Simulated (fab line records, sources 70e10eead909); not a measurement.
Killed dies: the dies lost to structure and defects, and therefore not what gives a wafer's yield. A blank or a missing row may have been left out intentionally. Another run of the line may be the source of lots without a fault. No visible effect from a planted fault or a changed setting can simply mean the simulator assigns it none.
fab line records -- flow nand-harc
record: lots: 5, wafers: 15, last-day: 24
route steps=1159 shown A_CONTACT@847
lots that met no fault: taken from a fault-free run of the same line
start-h: start of the lot's first displayed wafer, in hours after the record's first day -- wait-h: how many hours have passed since the lot's step before this one -- " identical to the entry in the row above -- L1.1+2: a single row standing in for several wafers -- - either no value or no given start -- * or withheld: withheld -- < > ~ a bound
route shown NAME@n: a module of which the file shows steps, and the number in the route of the first -- usual: the fault-free wafers' mean and standard deviation -- same: alike in all rows -- chamber/n: place in a boat -- sites: each site's reading -- _std_site: standard deviation across them -- _edge_site: inner sites' mean taken away from outer sites' mean -- radius-mm: how far each site lies from the wafer's centre -- mask NAME#n: copy n -- behind: the last tool/chamber to shape the wafer -- hold: the reason the lot was held/the length of the hold in hours/how it ended -- device: names the non-switching transistor (n, p or np) -- end of line: the tests these same wafers got at the end of their route -- a step given without rows: its recipe and nothing more -- killed: dies that structure and defects cost at the first sort, which is not the same as the wafer's yield -- map: a wafer's dies, x killed, . not, _ none there
set.NAME: setting as actually run; set.NAME@STEP: the setting as run at that earlier step -- model.NAME: the simulator's own value behind a step, which no gauge read
lots seen at some steps along the route; tables by step, rows by wafer
services: the hour from which a tool's chamber was out of use, counted from the record's first day as start-h (under 0 if before that day), plus the number of hours and why
== steps ==
step: NHARC_A_CONTACT_COAT_35
recipe: temp-c: 225, time-s: 65
step: NHARC_A_CONTACT_COAT_36
recipe: spin-rpm: 1500, resist-thk-nm: 90
step: NHARC_A_CONTACT_SOFTBAKE_37
recipe: temp-c: 105, time-s: 55
step: NHARC_A_CONTACT_EBR_38
step: NHARC_A_CONTACT_EXPOSE_39
recipe: na: 1.35, sigma-outer: 0.8, dose-mj: 58.79, mask-id: A_CC_3
step: NHARC_A_CONTACT_PEB_40
recipe: peb-temp-c: 100, peb-time-s: 65
step: NHARC_A_CONTACT_DEVELOP_41
recipe: develop-time-s: 35, dev-temp-c: 23
step: NHARC_A_CONTACT_CD_MEAS_42
recipe: target-cd-nm: 200, landing-energy-ev: 500
usual: cd-nm: 200.0/0.51
lot.wafer,tool,chamber,start-h,wait-h,cd-nm
L873.3,cd-sem-03,0,388.74,-,200.1
L873.4,cd-sem-03,0,388.74,-,200.6
L873.6,cd-sem-03,0,388.74,-,199.6
L872.3,cd-sem-01,0,390.53,-,200.0
L872.4,cd-sem-01,0,390.53,-,201.0
L872.5,cd-sem-01,0,390.53,-,200.6
L880.1,cd-sem-02,0,445.42,-,200.0
L880.3,cd-sem-02,0,445.42,-,199.6
L880.4,cd-sem-02,0,445.42,-,199.5
L890.1,cd-sem-01,0,487.93,-,200.5
L890.3,cd-sem-01,0,487.93,-,199.7
L890.6,cd-sem-01,0,487.93,-,200.5
L891.1,cd-sem-02,0,504.94,-,199.3
L891.2,cd-sem-02,0,504.94,-,199.8
L891.6,cd-sem-02,0,504.94,-,200.1
step: NHARC_A_CONTACT_OVL_MEAS_43
usual: overlay-x-nm: 0.2/0.95, overlay-y-nm: 0.2/0.8
lot.wafer,tool,chamber,start-h,wait-h,overlay-x-nm,overlay-y-nm
L873.3,overlay-01,-,388.83,-,0.7,-0.4
L873.4,overlay-01,-,388.83,-,0.6,-0.1
L873.6,overlay-01,-,388.83,-,1.3,0.3
L872.3,overlay-02,-,390.61,-,0.4,0.2
L872.4,overlay-02,-,390.61,-,-0.1,-0.5
L872.5,overlay-02,-,390.61,-,0.0,-0.3
L880.1,overlay-01,-,445.51,-,-0.4,-0.6
L880.3,overlay-01,-,445.51,-,-1.0,-1.3
L880.4,overlay-01,-,445.51,-,-0.8,-0.9
L890.1,overlay-02,-,488.02,-,0.9,0.8
L890.3,overlay-02,-,488.02,-,1.3,0.8
L890.6,overlay-02,-,488.02,-,1.0,0.7
L891.1,overlay-02,-,505.03,-,0.8,-1.3
L891.2,overlay-02,-,505.03,-,0.5,-1.7
L891.6,overlay-02,-,505.03,-,0.6,-1.5
step: NHARC_A_CONTACT_INSPECT_44
usual: raw-defect-count: 28/13
lot.wafer,tool,chamber,start-h,wait-h,raw-defect-count
L873.3,defect-inspect-02,-,388.86,0.0,29
L873.4,defect-inspect-02,-,388.86,0.0,29
L873.6,defect-inspect-02,-,388.86,0.0,38
L872.3,defect-inspect-02,-,390.65,0.0,36
L872.4,defect-inspect-02,-,390.65,0.0,30
L872.5,defect-inspect-02,-,390.65,0.0,29
L880.1,defect-inspect-02,-,445.54,0.0,51
L880.3,defect-inspect-02,-,445.54,0.0,37
L880.4,defect-inspect-02,-,445.54,0.0,41
L890.1,defect-inspect-01,-,488.05,0.0,42
L890.3,defect-inspect-01,-,488.05,0.0,31
L890.6,defect-inspect-01,-,488.05,0.0,32
L891.1,defect-inspect-01,-,505.07,0.0,12
L891.2,defect-inspect-01,-,505.07,0.0,24
L891.6,defect-inspect-01,-,505.07,0.0,13
step: NHARC_A_CONTACT_DESCUM_47
recipe: time-s: 3, o2-flow-sccm: 200, ar-flow-sccm: 0, bias-power-w: 0, chemistry: O2
usual: drypump-motor-current-A: 5.9/0.37, oes-product-au: 1.004/0.012, rf-vpp-V: 57.6/0.8, showerhead-plenum-p-Torr: 1.87/0.051, throttle-valve-pct: 11.312/0.0085
same: time-s: 3
lot.wafer,tool,chamber,start-h,wait-h,drypump-motor-current-A,oes-product-au,rf-hours-counter-h,rf-vpp-V,showerhead-plenum-p-Torr,throttle-valve-pct
L873.4,rie-diel-06,3,388.94,0.1,5.7,0.991,25,59.0,1.95,11.320
L873.3,rie-diel-06,2,388.94,0.1,6.5,0.984,23,57.8,1.88,11.313
L873.6,rie-diel-06,3,388.94,0.1,5.7,0.986,-,57.9,1.95,11.312
L872.4,rie-diel-08,1,390.71,0.1,5.9,1.010,27,57.4,1.84,11.319
L872.3,rie-diel-08,2,390.71,0.1,6.5,1.005,29,57.6,1.94,11.311
L872.5,rie-diel-08,1,390.71,0.1,5.9,1.009,-,56.7,1.84,11.315
L880.3,rie-diel-06,0,445.61,0.1,5.9,1.011,3,57.8,1.85,11.311
L880.4,rie-diel-06,1,445.61,0.1,5.7,1.020,3,56.9,1.88,11.305
L880.1,rie-diel-06,2,445.61,0.1,6.5,1.005,3,58.2,1.88,11.320
L890.1,rie-diel-03,2,488.16,0.1,5.6,0.996,30,58.2,1.79,11.315
L890.3,rie-diel-03,1,488.16,0.1,6.0,1.014,33,58.3,1.82,11.300
L890.6,rie-diel-03,3,488.16,0.1,5.3,1.028,-,57.4,1.85,11.309
L891.2,rie-diel-06,0,505.13,0.1,5.9,1.012,17,56.8,1.85,11.299
L891.1,rie-diel-06,1,505.13,0.1,5.7,1.018,16,57.1,1.88,11.300
L891.6,rie-diel-06,1,505.13,0.1,5.7,1.022,-,57.7,1.88,11.301
step: NHARC_A_CONTACT_ETCH_48
recipe: target-depth-a: 390, over-etch-frac: 0.3, time-s: 65, ion-energy-ev: 80, cf4-flow-sccm: 150, ar-flow-sccm: 0, rf-w: 300, bias-w: 100, chemistry: CF4
usual: bias-w: 100.01/0.3, drypump-motor-current-A: 6.0/0.37, oes-product-au: 1.004/0.012, rf-vpp-V: 150.7/0.97, run-length-s: 86.4/0.56, showerhead-plenum-p-Torr: 1.72/0.043, throttle-valve-pct: 13.285/0.0089
same: time-s: 65
lot.wafer,tool,chamber,start-h,wait-h,bias-w,drypump-motor-current-A,oes-product-au,rf-hours-counter-h,rf-vpp-V,run-length-s,showerhead-plenum-p-Torr,throttle-valve-pct
L873.3,rie-diel-06,2,389.04,0.1,99.96,6.5,0.985,23,149.9,86.1,1.74,13.287
L873.4,rie-diel-06,3,389.04,0.1,100.26,5.6,0.993,25,150.6,86.3,1.80,13.299
L873.6,rie-diel-06,2,389.04,0.1,100.07,6.5,1.003,-,150.5,85.9,1.74,13.283
L872.4,rie-diel-08,2,390.79,0.1,99.35,6.5,0.993,29,150.4,86.8,1.79,13.289
L872.3,rie-diel-08,3,390.79,0.1,100.03,5.6,0.985,30,149.2,87.2,1.71,13.298
L872.5,rie-diel-08,2,390.79,0.1,99.70,6.5,0.995,-,152.5,86.5,1.79,13.274
L880.4,rie-diel-06,1,445.69,0.1,99.99,5.7,1.023,3,150.5,86.9,1.74,13.297
L880.3,rie-diel-06,2,445.69,0.1,99.92,6.5,0.994,3,152.6,86.1,1.74,13.275
L880.1,rie-diel-06,0,445.69,0.1,99.87,5.9,1.005,3,150.3,85.9,1.71,13.283
L890.3,rie-diel-03,0,488.25,0.1,100.07,6.5,1.014,32,149.4,86.0,1.64,13.292
L890.1,rie-diel-03,3,488.25,0.1,100.00,5.3,1.018,31,150.5,86.7,1.71,13.293
L890.6,rie-diel-03,1,488.25,0.1,99.85,6.0,1.018,-,150.1,85.8,1.68,13.270
L891.1,rie-diel-06,3,505.24,0.1,99.98,5.7,1.003,16,150.7,86.2,1.79,13.286
L891.2,rie-diel-06,0,505.24,0.1,99.96,5.9,1.013,17,149.1,86.1,1.71,13.288
L891.6,rie-diel-06,3,505.24,0.1,100.42,5.6,1.012,-,152.4,85.9,1.79,13.280
step: NHARC_A_CONTACT_ETCH_49
recipe: target-depth-a: 2600, over-etch-frac: 0.3, time-s: 475.3, ion-energy-ev: 200, n2-flow-sccm: 150, h2-flow-sccm: 150, ar-flow-sccm: 0, rf-w: 400, bias-w: 150, chemistry: N2/H2
usual: bias-w: 150.0/0.46, drypump-motor-current-A: 5.9/0.36, oes-product-au: 1.003/0.013, rf-vpp-V: 428.9/1.8, run-length-s: 496.6/0.49, showerhead-plenum-p-Torr: 1.98/0.058, throttle-valve-pct: 14.170/0.01
lot.wafer,tool,chamber,start-h,wait-h,bias-w,drypump-motor-current-A,oes-product-au,rf-hours-counter-h,rf-vpp-V,run-length-s,showerhead-plenum-p-Torr,throttle-valve-pct
L873.3,rie-diel-06,2,389.12,-,150.6,6.5,0.993,23,428.5,496.3,2.01,14.168
L873.4,rie-diel-06,1,389.12,-,150.4,5.7,1.014,28,428.9,497.5,2.01,14.163
L873.6,rie-diel-06,3,389.12,-,149.6,5.7,0.993,-,431.6,496.2,2.08,14.172
L872.3,rie-diel-08,0,391.04,-,149.0,6.2,0.989,29,427.8,495.6,1.90,14.177
L872.4,rie-diel-08,1,391.04,-,149.6,5.9,1.009,27,429.3,496.9,1.96,14.179
L872.5,rie-diel-08,0,391.04,-,149.1,6.2,0.980,-,427.4,496.0,1.90,14.177
L880.4,rie-diel-06,1,445.90,-,149.5,5.6,1.041,3,429.9,497.2,2.01,14.162
L880.1,rie-diel-06,2,445.90,-,150.0,6.5,1.002,3,428.2,496.6,2.00,14.163
L880.3,rie-diel-06,3,445.90,-,150.4,5.7,1.003,4,430.5,496.5,2.08,14.170
L890.3,rie-diel-03,2,488.39,-,149.7,5.6,0.991,30,426.0,496.9,1.90,14.166
L890.1,rie-diel-03,0,488.39,-,149.8,6.5,1.002,32,424.8,496.6,1.88,14.178
L890.6,rie-diel-03,2,488.39,-,149.4,5.6,0.996,-,426.4,496.8,1.90,14.149
L891.2,rie-diel-06,1,505.35,-,-,5.7,1.005,16,429.7,316.8,2.00,14.175
L891.1,rie-diel-06,3,505.35,-,150.5,5.7,0.996,16,430.8,496.2,2.07,14.180
L891.6,rie-diel-06,3,505.35,-,150.3,5.7,0.995,-,431.2,496.8,2.07,14.172
step: NHARC_A_CONTACT_ETCH_50
recipe: target-depth-a: 847, time-s: 42.4, cf4-flow-sccm: 100, chf3-flow-sccm: 30, ar-flow-sccm: 0, rf-w: 500, bias-w: 200, chemistry: CF4/CHF3
usual: bias-w: 199.9/0.65, drypump-motor-current-A: 6.0/0.38, oes-product-au: 0.958/0.021, rf-vpp-V: 369.3/1.6, run-length-s: 63.8/0.49, showerhead-plenum-p-Torr: 1.54/0.04, throttle-valve-pct: 16.802/0.009
same: time-s: 42.4
lot.wafer,tool,chamber,start-h,wait-h,bias-w,drypump-motor-current-A,oes-product-au,rf-hours-counter-h,rf-vpp-V,run-length-s,showerhead-plenum-p-Torr,throttle-valve-pct
L873.4,rie-diel-06,3,-,-,199.7,5.7,0.961,26,371.6,63.7,1.60,16.799
L873.3,rie-diel-06,0,-,-,199.8,5.9,0.971,28,368.5,63.4,1.53,16.801
L873.6,rie-diel-06,1,-,-,201.0,5.7,0.998,-,368.5,64.5,1.55,16.798
L872.3,rie-diel-08,1,-,-,199.9,5.9,0.951,27,369.2,64.3,1.52,16.807
L872.4,rie-diel-08,3,-,-,200.1,5.5,0.942,31,368.5,64.0,1.52,16.813
L872.5,rie-diel-08,1,-,-,200.6,5.9,0.953,-,369.2,64.4,1.52,16.795
L880.3,rie-diel-06,3,-,-,198.9,5.7,0.965,4,371.4,63.7,1.60,16.804
L880.1,rie-diel-06,1,-,-,200.5,5.7,0.991,3,370.7,64.5,1.55,16.793
L880.4,rie-diel-06,2,-,-,200.3,6.6,0.983,3,370.9,63.5,1.55,16.816
L890.1,rie-diel-03,2,-,-,200.6,5.6,0.956,30,365.8,64.0,1.48,16.796
L890.3,rie-diel-03,3,-,-,200.5,5.3,0.956,31,369.2,63.7,1.52,16.794
L890.6,rie-diel-03,2,-,-,200.1,5.6,0.946,-,367.6,64.5,1.48,16.803
L891.2,rie-diel-06,3,-,-,199.7,5.6,0.956,17,371.9,64.0,1.60,16.819
L891.1,rie-diel-06,0,-,-,199.3,5.9,0.961,17,368.2,63.5,1.52,16.790
L891.6,rie-diel-06,0,-,-,198.8,5.9,0.957,-,368.9,63.7,1.52,16.808
== services ==
tool,chamber,start-h,hours,kind
rie-diel-06,0,372.78,-,clean
rie-diel-06,1,372.78,-,clean
rie-diel-06,2,372.78,-,clean
rie-diel-06,3,372.78,-,clean
rie-diel-06,2,372.95,7.0,repair
rie-diel-03,-,392.49,9.0,pm
rie-diel-06,0,397.28,-,clean
rie-diel-06,1,397.28,-,clean
rie-diel-06,2,397.28,-,clean
rie-diel-06,3,397.28,-,clean
rie-diel-08,3,412.25,7.3,repair
rie-diel-06,-,418.25,9.0,pm
rie-diel-06,0,418.25,9.0,vent-cycle
rie-diel-06,1,418.25,9.0,vent-cycle
rie-diel-06,2,418.25,9.0,vent-cycle
rie-diel-06,3,418.25,9.0,vent-cycle
rie-diel-08,0,425.33,4.7,repair
rie-diel-06,0,427.25,-,clean
rie-diel-06,1,427.25,-,clean
rie-diel-03,2,435.96,5.0,repair
rie-diel-08,2,457.24,16.9,repair
rie-diel-08,-,478.95,9.0,pm
rie-diel-06,2,496.83,10.5,repair
rie-diel-08,0,501.98,4.2,repair
== key ==
first-sign: step: NHARC_A_CONTACT_ETCH_49, reading: run-length-s, direction: down, sigmas: 99+, usual: *, struck: *
effect none on later readings
met-at NHARC_A_CONTACT_ETCH_49
struck-wafers L891.2
later-rows-left-out L891.2
sort-left-out L891.2
tester-left-out L891
onset-between 445.90 505.35
fault: kind: process-parameter-drift, tool: rie-diel-06, chamber: 1, onset-h: 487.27, steps: NHARC_A_CONTACT_ETCH_49, channel: time-s, offset: *, shape: step, end-h: 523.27, acts-in: *, stated: *
tester-left-out: of these lots the tester's yield and bins aren't shown, on N5 and GAA mostly nor the transistor test; their killed dies are dies lost to structure and defects alone, not to doping, threshold or leakage, so they don't give the yield
sort-left-out: the simulated sort isn't trusted on such a fault, so these wafers' sort isn't shown, and their yield isn't known
later-rows-left-out: the simulator's readings of these wafers behind a module that went badly wrong aren't trusted and aren't shown, but for the sort
